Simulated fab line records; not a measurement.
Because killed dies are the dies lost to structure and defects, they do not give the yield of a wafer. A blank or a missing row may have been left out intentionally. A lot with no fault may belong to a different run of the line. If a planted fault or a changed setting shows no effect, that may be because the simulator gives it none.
Matching of chambers / flow n5Finfet / N5_BEOL_M7_ILD_DEP_00 on pecvd-02: 3 sister chambers
The step deposits SiCOH lowk from DEMS/porogen, target thk 179.75 nm, time 33.4 s. 3 wafers are shown with their chamber, then 10 later ones without.

## EACH WAFER AND ITS CHAMBER
wafer=L088.4; chamber=1; throttleValvePct (%)=13.7
wafer=L089.2; chamber=0; throttleValvePct (%)=14.9
wafer=L089.4; chamber=2; throttleValvePct (%)=13.4

## WAFERS MISSING THEIR CHAMBER
wafer=L089.6; throttleValvePct (%)=13.5
wafer=L093.2; throttleValvePct (%)=13.2
wafer=L093.3; throttleValvePct (%)=13.6
wafer=L093.5; throttleValvePct (%)=13.6
wafer=L096.2; throttleValvePct (%)=13.5
wafer=L096.3; throttleValvePct (%)=14.8
wafer=L096.5; throttleValvePct (%)=13.4
wafer=L094.1; throttleValvePct (%)=13.4
wafer=L094.4; throttleValvePct (%)=13.5
wafer=L094.5; throttleValvePct (%)=13.4

## EACH ONE'S CHAMBER
wafer=L089.6; from the rows above=can't be placed: 2 or 1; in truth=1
wafer=L093.2; from the rows above=2; in truth=2
wafer=L093.3; from the rows above=can't be placed: 1 or 2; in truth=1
wafer=L093.5; from the rows above=can't be placed: 1 or 2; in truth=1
wafer=L096.2; from the rows above=can't be placed: 2 or 1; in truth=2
wafer=L096.3; from the rows above=0; in truth=0
wafer=L096.5; from the rows above=2; in truth=2
wafer=L094.1; from the rows above=2; in truth=2
wafer=L094.4; from the rows above=can't be placed: 2 or 1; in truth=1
wafer=L094.5; from the rows above=2; in truth=2
Correctly placed: 5 of 10. From these rows, 5 cannot be placed; in 5 the true chamber is one of the candidates. Number placed wrongly: 0.
How it was worked out, from the rows above alone: a wafer's distance from a chamber is the root of the sum, over the readings, of the square of ((its reading less the chamber's mean) divided by the reading's scatter). The wafer belongs to the nearest chamber; if the next one is less than 2 further off, it can't be placed. The mean given for a chamber averages the wafers shown for that chamber. The scatter: root of mean squared gap, hidden wafer to nearest shown wafer, with one shown wafer a chamber.
